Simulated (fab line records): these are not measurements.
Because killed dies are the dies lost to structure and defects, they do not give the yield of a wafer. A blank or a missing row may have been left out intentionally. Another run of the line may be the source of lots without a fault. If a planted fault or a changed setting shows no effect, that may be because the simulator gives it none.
fab line records    flow n5-finfet
[record] lots = 5  wafers = 12  last-day = 18
route steps=1938 shown BEOL_M0_SAQP@686 BEOL_M0_CUTY@701 BEOL_M0@715 BEOL_M4@1111 PASSIVATION@1936
lots untouched by any fault: they come from a run of this same line in which no faults occurred
start-h: start of the lot's first displayed wafer, in hours after the record's first day    wait-h: how many hours have passed since the lot's step before this one    " repeats the value in the row above    L1.1+2: a row that stands for several wafers    - either no value or no given start    * or withheld: withheld    < > ~ a bound
route shown NAME@n: names a module that has steps shown in the file, with the first one's number in the route    usual: mean/standard deviation taken from wafers without a fault    same: alike in all rows    chamber/n: place in a boat    sites: readings site by site    _std_site: standard deviation across them    _edge_site: mean of outer sites minus mean of inner sites    radius-mm: for every site, how far away it sits from the centre of the wafer    mask NAME#n: copy n    behind: the last tool/chamber to shape the wafer    hold: why the lot was held/for how many hours/how that ended    device: whichever transistor did not switch (one of n, p or np)    end of line: the tests these same wafers got at the end of their route    a step with no rows: only its recipe    killed: dies lost to structure and defects at the first sort, not the wafer's yield    map: the dies of a wafer, with x for killed, . for not killed, _ for no die there
set.NAME: setting as actually run; set.NAME@STEP: the setting as run at that earlier step    model.NAME: the simulator's own value behind a step, which no gauge read
lots at selected steps of the route; one table per step, one row per wafer
services: a tool's chamber out of use, with start hour (start-h, from the record's first day; less than 0 if before it), hours out, and reason
[[steps]]
[step N5_BEOL_M0_SAQP_EXPOSE_37]
[recipe] mask-id = M0_CUT1  na = 0.33  source-shape = annular  sigma-inner = 0.35  sigma-outer = 0.8  polarization = unpolarized  target-cd-nm = 30  dose-mj = 44.75
[step N5_BEOL_M0_SAQP_PEB_38]
[recipe] peb-temp-c = 100  peb-time-s = 60  resist = CAR-EUV
[step N5_BEOL_M0_SAQP_DEVELOP_39]
[recipe] develop-time-s = 30  developer = TMAH  resist = CAR-EUV  rinse-liquid = surfactant-rinse  dry = air-spin  dev-temp-c = 23
[step N5_BEOL_M0_SAQP_DESCUM_45]
[recipe] chemistry = O2  time-s = 7  source-power-w = 50  bias-power-w = 20  pressure-mtorr = 20  rf-frequency-hz = 2.712e+07  temp-c = 40  resist = CAR-EUV  o2-flow-sccm = 225
[step N5_BEOL_M0_SAQP_ETCH_88]
[recipe] chemistry = N2/H2  target = underlayer  target-depth-a = 65  time-s = 5.2  ion-energy-ev = 200  mask-material = CAR-EUV  pressure-mtorr = 30  source-w = 840  bias-w = 150  n2-flow-sccm = 200  h2-flow-sccm = 200  ends = cleared
[step N5_BEOL_M0_SAQP_ETCH_73]
[recipe] chemistry = CF4  target = SiARC  target-depth-a = 195  mask-material = CAR-EUV  time-s = 32.5  ion-energy-ev = 80  pressure-mtorr = 40  source-w = 545  bias-w = 36  Ar_flow_sccm = 100  cf4-flow-sccm = 100  ends = cleared
[step N5_BEOL_M0_SAQP_CUT_ETCH_46]
[recipe] chemistry = N2/H2  target = SOC  target-depth-a = 1350  overetch-a = 270  temp-c = 40  time-s = 202.5  ion-energy-ev = 200  mask-material = SiARC  pressure-mtorr = 30  source-w = 840  bias-w = 150  n2-flow-sccm = 200  h2-flow-sccm = 200
[step N5_BEOL_M0_SAQP_STRIP_74]
[recipe] chemistry = N2/H2  temp-c = 40  n2-flow-sccm = 200  h2-flow-sccm = 200  rf-frequency-hz = 6e+07
[step N5_BEOL_M0_SAQP_STRIP_89]
[recipe] chemistry = N2/H2  temp-c = 40  n2-flow-sccm = 200  h2-flow-sccm = 200  rf-frequency-hz = 6e+07
[step N5_BEOL_M0_SAQP_ALD_48]
[recipe] material = SiO2  target-thk-a = 200  temp-c = 100  ald-precursor-family = BDEAS  ald-co-reactant = O2-plasma  pulse-time-s = 1  co-reactant-pulse-time-s = 1  purge-time-s = 2  co-reactant-purge-time-s = 2  ald-cycles = 139  pressure-torr = 2
[usual] ald-cycles = 139/0  heater-power-w = 79/8.4  precursor-pulse-height-rel = 1.002/0.02
lot.wafer  tool        chamber  start-h  wait-h  ald-cycles  heater-power-w  precursor-pulse-height-rel  model.SiO2_of_BEOL_M0_SAQP_ALD_48.thk-nm
L745.2     ald-sin-04  0        123.11   0.0     139         80              1.010                       20
L745.3     "           2        "        "       139         92              0.978                       20
L745.5     "           0        "        "       139         82              1.006                       20
L758.2     ald-sin-04  3        205.53   0.1     139         71              0.987                       19.8
L758.4     "           1        "        "       97          76              1.010                       14
L762.4     ald-sin-04  2        225.67   0.0     97          86              1.039                       14
L762.6     "           3        "        "       97          70              0.968                       14
L763.2     ald-sin-04  1        226.91   0.0     139         75              1.012                       20
L763.4     "           2        "        "       97          87              1.009                       13.8
L764.1     ald-sin-03  3        236.22   0.0     139         59              0.995                       20
L764.2     "           0        "        "       139         77              1.035                       20.2
L764.4     "           2        "        "       139         85              0.993                       20.2
[step N5_BEOL_M0_SAQP_ETCH_49]
[recipe] chemistry = CF4/O2  target-depth-a = 370  target = SiO2  pressure-mtorr = 40  source-w = 535  bias-w = 49  Ar_flow_sccm = 100  cf4-flow-sccm = 100  O2_flow_sccm = 10  ion-energy-ev = 100
[step N5_BEOL_M0_SAQP_STRIP_75]
[recipe] chemistry = CF4  resist = SiARC  power-w = 300  bias-power-w = 75  pressure-mtorr = 50  cf4-flow-sccm = 150  rf-frequency-hz = 6e+07
[step N5_BEOL_M0_CUTY_COAT_50]
[recipe] resist = SiARC  temp-c = 220  time-s = 60  spin-rpm = 1500  resist-thk-nm = 15
[step N5_BEOL_M0_CUTY_COAT_51]
[recipe] resist = CAR-ArF-block  spin-rpm = 1500  resist-thk-nm = 150
[step N5_BEOL_M0_CUTY_EBR_52]
[recipe] solvent = PGMEA  ebr-width-mm = 1.5
[step N5_BEOL_M0_CUTY_SOFTBAKE_53]
[recipe] temp-c = 110  time-s = 60  resist = CAR-ArF-block
[step N5_BEOL_M0_CUTY_EXPOSE_54]
[recipe] mask-id = M0_ABLK  na = 1.35  source-shape = conventional  sigma-outer = 0.8  polarization = unpolarized  dose-mj = 36
[step N5_BEOL_M0_CUTY_PEB_55]
[recipe] peb-temp-c = 110  peb-time-s = 60  resist = CAR-ArF-block
[step N5_BEOL_M0_CUTY_DEVELOP_56]
[recipe] develop-time-s = 30  developer = TMAH  resist = CAR-ArF-block  rinse-liquid = diw  dry = air-spin  dev-temp-c = 23
[step N5_BEOL_M0_CUTY_DESCUM_61]
[recipe] chemistry = O2  time-s = 7.9  source-power-w = 50  bias-power-w = 20  pressure-mtorr = 20  rf-frequency-hz = 2.712e+07  temp-c = 40  resist = CAR-ArF-block  o2-flow-sccm = 225
[step N5_BEOL_M0_CUTY_ETCH_62]
[recipe] chemistry = CF4  target = SiARC  mask-material = CAR-ArF-block  time-s = 58.5  ion-energy-ev = 80  pressure-mtorr = 40  source-w = 545  bias-w = 36  Ar_flow_sccm = 100  cf4-flow-sccm = 100  ends = cleared
[step N5_BEOL_M0_CUTY_ETCH_63]
[recipe] chemistry = N2/H2  target = SOC  target-depth-a = 827  overetch-a = 165  mask-material = SiARC  temp-c = 40  ion-energy-ev = 200  time-s = 124  pressure-mtorr = 30  source-w = 840  bias-w = 150  n2-flow-sccm = 200  h2-flow-sccm = 200
[step N5_BEOL_M0_CUTY_STRIP_64]
[recipe] chemistry = N2/H2  temp-c = 40  n2-flow-sccm = 200  h2-flow-sccm = 200  rf-frequency-hz = 6e+07
[step N5_BEOL_M0_ETCH_138]
[recipe] chemistry = CH3F/O2  target-depth-a = 120  target = SiCN  time-s = 31.6  ion-energy-ev = 120  pressure-mtorr = 30  source-w = 395  bias-w = 75  Ar_flow_sccm = 150  CH3F_flow_sccm = 30  O2_flow_sccm = 20  ends = cleared
[step N5_BEOL_M0_HM_OPEN_105]
[recipe] chemistry = Cl2/BCl3  target-depth-a = 120  target = TiN  ion-energy-ev = 150  pressure-mtorr = 10  icp-w = 1000  bias-w = 126  Cl2_flow_sccm = 53.25  bcl3-flow-sccm = 21.75  Ar_flow_sccm = 25
[step N5_BEOL_M0_STRIP_140]
[recipe] chemistry = CF4  resist = SiARC  power-w = 300  bias-power-w = 75  pressure-mtorr = 50  cf4-flow-sccm = 150  rf-frequency-hz = 6e+07
[usual] drypump-motor-current-A = 5.6/0.52  oes-product-au = 0.81/0.08  rf-fwd-power-W = 292.6/0.84  rf-vpp-V = 271.6/1.8  showerhead-plenum-p-Torr = 1.81/0.067  throttle-valve-pct = 13.53/0.2
lot.wafer  tool         chamber  start-h  wait-h  drypump-motor-current-A  oes-product-au  rf-fwd-power-W  rf-hours-counter-h  rf-vpp-V  showerhead-plenum-p-Torr  throttle-valve-pct  model.SiO2_of_BEOL_M0_SAQP_ALD_48.thk-nm
L745.2     rie-diel-04  1        125.79   0.3     5.7                      0.76            292.8           160                 269.6     1.73                      13.37               11.4
L745.3     "            0        "        "       4.9                      0.83            292.6           76                  271.9     1.73                      13.45               11.6
L745.5     "            0        "        "       4.9                      0.82            293.5           -                   271.4     1.73                      13.46               11.6
L758.2     rie-diel-04  1        214.65   0.2     5.7                      0.73            294.8           188                 270.0     1.72                      13.47               12
L758.4     "            2        "        "       6.7                      0.66            292.9           227                 269.8     1.76                      14.03               8.2
L762.4     rie-diel-06  0        227.55   0.1     5.3                      0.87            291.9           -                   271.6     1.83                      13.46               8
L762.6     "            1        "        "       5.9                      0.87            293.6           -                   272.7     1.91                      13.46               8
L763.2     rie-diel-03  0        230.61   0.3     5.2                      0.75            293.5           126                 271.3     1.87                      13.67               10.8
L763.4     "            3        "        "       5.7                      0.78            291.5           113                 269.1     1.72                      13.36               7.6
L764.1     rie-diel-06  0        237.90   0.2     5.3                      0.86            292.6           38                  271.0     1.83                      13.46               11.2
L764.2     "            1        "        "       5.9                      0.87            291.9           58                  274.0     1.91                      13.49               12
L764.4     "            2        "        "       5.3                      0.94            293.4           2                   272.3     1.84                      13.32               11.6
[step N5_BEOL_M0_STRIP_104]
[recipe] chemistry = N2/H2  power-w = 450  temp-c = 40  pressure-mtorr = 20  rf-frequency-hz = 6e+07  overash-fraction = 0.3  bias-power-w = 7  h2-frac = 0.5  n2-flow-sccm = 200  h2-flow-sccm = 200
[step N5_BEOL_M4_RC_MEAS_101]
[usual] DIBL_N = 36.0/2.2  DIBL_P = 36.2/2.4  IOFF_N = 0.16/0.035  IOFF_P = 0.21/0.037  ION_N = 672/13  ION_P = 461/7  SS_N = 71.4/0.69  SS_P = 73.2/0.75  VT_N = 250/3.4  VT_P = -251/3
lot.wafer  tool       chamber  start-h  wait-h  DIBL_N[mV/V]  DIBL_P[mV/V]  IOFF_N[nA/um]  IOFF_P[nA/um]  ION_N[uA/um]  ION_P[uA/um]  SS_N[mV/dec]  SS_P[mV/dec]  VT_N[mV]  VT_P[mV]
L745.2     prober-02  0        207.85   0.2     35.1          37.4          0.16           0.23           676           470           72.0          72.7          252       -248
L745.3     "          0        "        "       31.4          32.0          0.11           0.15           659           454           69.9          71.6          255       -252
L745.5     "          0        "        "       29.9          30.3          0.08           0.13           643           443           70.3          71.0          257       -256
L758.2     prober-02  0        302.26   0.2     35.6          36.1          0.14           0.20           653           454           71.3          73.6          252       -253
L758.4     "          0        "        "       35.8          36.4          0.15           0.20           672           458           71.1          73.3          252       -253
L762.4     prober-01  0        305.07   0.5     38.7          38.7          0.21           0.26           688           470           71.4          74.3          244       -249
L762.6     "          0        "        "       38.9          38.2          0.20           0.24           691           462           71.8          74.7          249       -249
L764.1     prober-01  0        315.90   0.0     33.5          32.5          0.11           0.14           662           454           70.8          72.1          252       -257
L764.2     "          0        "        "       39.2          39.1          0.21           0.23           693           468           72.4          73.8          244       -250
L764.4     "          0        "        "       36.1          35.8          0.15           0.18           680           461           70.4          72.9          246       -253
L763.2     prober-02  0        322.19   0.2     38.1          39.9          0.19           0.26           669           465           72.0          73.9          248       -246
L763.4     "          0        "        "       35.9          36.5          0.15           0.20           660           451           71.4          73.1          253       -252
[step N5_PASSIVATION_PROBE_49]
[usual] defect-limited-yield = 91.2/1.4  killed_at_M0_to_M3 = 34/9.4  killed_at_M4_up = 14/5.6  killed-at-contacts = 13/7.8  killed-at-front-end = 37/10  killed-at-other = 4/3.3  killed-dies = 103/17  killed-open = 68/13  killed-short = 33/8.2  sort_bin_5_function = 5.1/0.92  sort_bin_6_memory = 3.3/0.71  sort_bin_8_speed = 0.01/0.043  sort-n-pass = 1077/17  sort-yield-pct = 91.2/1.4
[same] gross-dies = 1180  killed-at-back-side = 0  sort_bin_4_leakage[%] = 0
lot.wafer  tool       chamber  start-h  wait-h  defect-limited-yield[%]  killed_at_M0_to_M3  killed_at_M4_up  killed-at-contacts  killed-at-front-end  killed-at-other  killed-dies  killed-open  killed-short  sort_bin_5_function[%]  sort_bin_6_memory[%]  sort_bin_8_speed[%]  sort-n-pass  sort-yield-pct[%]
L745.2     prober-02  -        318.11   0.1     90.6                     23                  21               12                  54                   1                111          83           28            5.3                     3.8                   0                    1069         90.6
L745.3     prober-02  -        318.16   0.1     91.5                     18                  14               11                  57                   0                100          72           26            4.8                     3.2                   0                    1080         91.5
L745.5     prober-02  -        318.26   0.2     92.5                     30                  16               0                   42                   0                88           56           27            4.0                     2.6                   0.17                 1090         92.4
L758.2     prober-02  -        418.72   0.1     91.6                     38                  12               4                   36                   9                99           68           27            4.7                     3.3                   0                    1081         91.6
L758.4     prober-02  -        418.82   0.2     91.3                     36                  7                9                   39                   12               103          63           39            4.4                     3.9                   0                    1077         91.3
L763.2     prober-02  -        434.85   0.1     90.1                     41                  22               19                  32                   3                117          88           28            7.2                     2.6                   0                    1063         90.1
L763.4     prober-02  -        434.95   0.2     92.1                     36                  22               5                   28                   2                93           55           31            4.7                     2.4                   0                    1087         92.1
L764.1     prober-01  -        434.96   0.0     91.2                     26                  17               20                  38                   3                104          77           25            4.7                     4.0                   0                    1076         91.2
L764.2     prober-01  -        435.01   0.1     93.6                     17                  10               4                   36                   9                76           51           22            3.9                     2.0                   0                    1104         93.6
L764.4     prober-01  -        435.11   0.2     89.4                     38                  24               26                  24                   13               125          87           38            7.0                     3.2                   0                    1055         89.4
// killed by level:class
L745.2 STI_FIN_REVEAL:geometric-particle:open=25 BEOL_M4:geometric-particle:open=11 MOL_CONTACT_COAG:geometric-particle:open=8 BEOL_M3:geometric-particle:open=7 BEOL_M0:geometric-particle:open=6 DUMMY_GATE:geometric-particle:open=6 ILD0:geometric-particle:short=5 BEOL_M1:geometric-particle:open=5
L745.3 STI_FIN_REVEAL:geometric-particle:open=26 MOL_CONTACT_COAG:geometric-particle:open=10 FIN_SAQP:geometric-particle:open=5 FIN_SAQP:geometric-particle:short=5 BEOL_M1:geometric-particle:open=5 DUMMY_GATE:geometric-particle:open=4 BEOL_M2:geometric-particle:open=4 BEOL_M4:geometric-particle:short=4
L745.5 STI_FIN_REVEAL:geometric-particle:open=10 BEOL_M4:geometric-particle:open=7 FIN_SAQP:geometric-particle:short=6 BEOL_M2:geometric-particle:open=6 BEOL_M1:geometric-particle:open=5 HKMG_FIN:area-etch=5 FIN_SAQP:geometric-particle:open=4 BEOL_M3:geometric-particle:short=4
L758.2 BEOL_M3:geometric-particle:open=14 FIN_SAQP:geometric-particle:open=8 STI_FIN_REVEAL:geometric-particle:open=8 BEOL_M1:geometric-particle:open=5 BEOL_M2:geometric-particle:open=5 MOL_CONTACT_COAG:geometric-particle:open=4 BEOL_M0:geometric-particle:open=4 BEOL_M3:geometric-particle:short=4
L758.4 FIN_SAQP:geometric-particle:open=13 MOL_CONTACT_COAG:geometric-particle:open=8 BEOL_M0_SAQP:geometric-particle:short=7 FIN_SAQP:geometric-particle:short=5 BEOL_M0_SAQP:geometric-particle:open=5 BEOL_M0:geometric-particle:short=5 BEOL_M2:geometric-particle:open=5 STI_FIN_REVEAL:geometric-particle:open=4
L763.2 MOL_CONTACT_COAG:geometric-particle:open=16 BEOL_M1:geometric-particle:open=12 BEOL_M4:geometric-particle:open=11 BEOL_M2:geometric-particle:open=10 FIN_SAQP:geometric-particle:open=9 BEOL_M3:geometric-particle:open=7 BEOL_M0_SAQP:geometric-particle:open=6 FIN_SAQP:geometric-particle:short=5
L763.4 BEOL_M3:geometric-particle:open=14 BEOL_M4:geometric-particle:open=11 FIN_SAQP:geometric-particle:short=10 BEOL_M1:geometric-particle:open=6 HKMG_FIN:area-etch=6 MOL_CONTACT_COAG:geometric-particle:open=5 BEOL_M0_SAQP:geometric-particle:open=5 BEOL_M1:geometric-particle:short=5
L764.1 MOL_CONTACT_COAG:geometric-particle:open=16 BEOL_M4:geometric-particle:open=10 DUMMY_GATE:geometric-particle:open=8 FIN_SAQP:geometric-particle:open=7 BEOL_M1:geometric-particle:open=6 BEOL_M3:geometric-particle:open=5 FIN_SAQP:geometric-particle:short=4 MOL_CONTACT_COAG:geometric-particle:short=4
L764.2 PAD_METAL:geometric-particle:open=7 BEOL_M4:geometric-particle:open=6 FIN_SAQP:geometric-particle:open=5 BEOL_M0_SAQP:geometric-particle:short=5 STARTING-WAFER:geometric-particle:short=5 STI_FIN_REVEAL:geometric-particle:open=4 GATE_CUT:geometric-particle:short=4 BEOL_M3:geometric-particle:open=4
L764.4 MOL_CONTACT_COAG:geometric-particle:open=24 BEOL_M4:geometric-particle:open=13 BEOL_M2:geometric-particle:open=9 BEOL_M0_SAQP:geometric-particle:open=7 BEOL_M0_SAQP:geometric-particle:short=6 BEOL_M1:geometric-particle:open=6 BEOL_M3:geometric-particle:short=5 FIN_SAQP:geometric-particle:open=4
[[services]]
tool         chamber  start-h  hours  kind
ald-sin-03   -        108.58   0.9    repair
rie-diel-06  0        112.78   -      clean
rie-diel-06  0        112.78   -      consumable-replace:focus-ring
rie-diel-06  0        112.78   17.8   scheduled-down
rie-diel-06  0        112.78   17.8   vent-cycle
ald-sin-03   -        119.99   2.8    pm
ald-sin-03   1        130.03   1.8    repair
rie-diel-04  2        142.43   9.2    repair
rie-diel-04  3        166.11   2.1    repair
ald-sin-04   -        176.75   14.0   pm
ald-sin-04   0        176.75   14.0   vent-cycle
ald-sin-04   1        176.75   14.0   vent-cycle
ald-sin-04   2        176.75   14.0   vent-cycle
ald-sin-04   3        176.75   14.0   vent-cycle
ald-sin-04   0        190.75   -      clean
ald-sin-04   1        190.75   -      clean
ald-sin-04   2        190.75   -      clean
ald-sin-04   3        190.75   -      clean
ald-sin-04   1        194.15   6.7    repair
ald-sin-03   -        194.21   6.0    pm
rie-diel-06  -        202.66   1.0    repair
rie-diel-06  2        215.81   -      clean
rie-diel-06  2        215.81   -      consumable-replace:focus-ring
ald-sin-03   2        223.34   3.2    repair
[[key]]
[first-sign] step = N5_BEOL_M0_SAQP_ALD_48  reading = ald-cycles  direction = down  sigmas = 99+  usual = *  struck = *
effect none on later readings
[model-effect] step = N5_BEOL_M0_SAQP_ALD_48  value = SiO2_of_BEOL_M0_SAQP_ALD_48.thk-nm  without = 19.95  struck = 13.95
[model-effect] step = N5_BEOL_M0_STRIP_140  value = SiO2_of_BEOL_M0_SAQP_ALD_48.thk-nm  without = 11.35  struck = 7.95
met-at N5_BEOL_M0_SAQP_ALD_48
struck-wafers L758.4,L762.4,L762.6,L763.4
onset-between 123.11 205.53
[fault] kind = process-parameter-drift  tool = ald-sin-04  chamber = -  onset-h = 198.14  steps = N5_BEOL_M0_SAQP_ALD_48  channel = ald-cycles  offset = *  shape = step  end-h = 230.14  scope = struck-wafers-only  acts-in = *  stated = *
